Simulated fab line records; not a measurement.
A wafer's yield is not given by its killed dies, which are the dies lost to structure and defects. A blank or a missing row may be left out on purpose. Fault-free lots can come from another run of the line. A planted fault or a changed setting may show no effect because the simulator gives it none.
2 desks, one fault    flow n5Finfet    each desk holds nothing but its own numbers, with what lay behind them at the end

METROLOGY DESK
Lot by lot, what the gauges showed, no matter which tool ran the lot: averages of those sampled wafers that carry a number. Any lot whose mean is over 4 standard deviations away from the usual mean is out of limits and marked OUT; that distance is given in the brackets.
Columns: A = PAD_OVL at N5_PASSIVATION_OVL_MEAS_63, usual 2 nm
lot   first seen here  A
L108  day 12 11:22     7
L110  day 12 22:05     -3
L111  day 13 04:23     3
L113  day 13 21:23     5
L112  day 13 23:25     6
L119  day 15 21:11     -2
L125  day 16 14:28     2
L126  day 17 17:47     3
L128  day 17 22:17     1
L129  day 18 01:05     3
L127  day 18 17:07     2
Finding of this desk: none of the 11 lots has anything out of limits.

DESK OF THE TOOL OWNER: pvdSputter-01
At N5_BEOL_M3_PRE_CLEAN_45 (time 30 s), the tool's own readings, given per lot that ran on this tool as the mean of the sampled wafers with a number. Any lot whose mean is over 4 standard deviations away from the usual mean is out of limits and marked OUT; that distance is given in the brackets.
Columns: A = heaterPowerW at N5_BEOL_M3_PRE_CLEAN_45, usual 326 W
lot   first seen here  A
L108  day 7 11:58      321
L112  day 9 02:17      319
L113  day 9 03:19      319
L119  day 10 23:35     318
Finding of this desk: none of the 4 lots has anything out of limits.

TAKEN TOGETHER
Nothing out of limits was seen by the metrology desk.
Nothing out of limits was seen by the tool owner's desk.

WHAT THE SIMULATOR HAD PUT IN
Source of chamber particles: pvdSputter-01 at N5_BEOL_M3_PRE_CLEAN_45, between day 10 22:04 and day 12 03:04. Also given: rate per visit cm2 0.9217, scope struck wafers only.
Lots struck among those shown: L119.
